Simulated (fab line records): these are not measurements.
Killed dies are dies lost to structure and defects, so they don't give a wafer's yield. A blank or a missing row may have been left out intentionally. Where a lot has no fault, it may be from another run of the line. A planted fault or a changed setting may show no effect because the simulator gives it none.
Matching of chambers :: flow n5 finfet :: N5_BEOL_M10_STRIP_36 on rie diel-04 has 3 sister chambers
The step strips in N2/H2. 5 wafers are shown with their chamber, then 4 later ones without.

## WAFERS WITH THEIR CHAMBER
wafer: L083.5
chamber: 0
showerhead plenum p Torr (Torr): 2.46
throttle valve pct (%): 23.9

wafer: L085.2
chamber: 1
showerhead plenum p Torr (Torr): 2.58
throttle valve pct (%): 23.5

wafer: L085.5
chamber: 3
showerhead plenum p Torr (Torr): 2.46
throttle valve pct (%): 23.3

wafer: L088.1
chamber: 0
showerhead plenum p Torr (Torr): 2.45
throttle valve pct (%): 24.0

wafer: L088.5
chamber: 3
showerhead plenum p Torr (Torr): 2.45
throttle valve pct (%): 23.3

## WAFERS WHOSE CHAMBER IS MISSING
wafer: L091.2
showerhead plenum p Torr (Torr): 2.45
throttle valve pct (%): 23.4

wafer: L091.5
showerhead plenum p Torr (Torr): 2.45
throttle valve pct (%): 23.4

wafer: L093.2
showerhead plenum p Torr (Torr): 2.45
throttle valve pct (%): 23.3

wafer: L093.4
showerhead plenum p Torr (Torr): 2.57
throttle valve pct (%): 23.5

## EACH ONE'S CHAMBER
wafer: L091.2
from the rows above: 3
in truth: 3

wafer: L091.5
from the rows above: 3
in truth: 3

wafer: L093.2
from the rows above: 3
in truth: 3

wafer: L093.4
from the rows above: 1
in truth: 1
Placed correctly: 4 of 4. Number that these rows cannot place: 0. Number placed wrongly: 0.
How it was worked out, from the rows above alone: a wafer's distance from a chamber is the root of the sum, over the readings, of the square of ((its reading less the chamber's mean) divided by the reading's scatter). The wafer belongs to the nearest chamber; if the next one is less than 2 further off, it can't be placed. The mean given for a chamber averages the wafers shown for that chamber. The scatter is the square root of a quotient: the sum, over the shown wafers, of each reading's squared deviation from its chamber's mean, divided by wafers minus chambers.
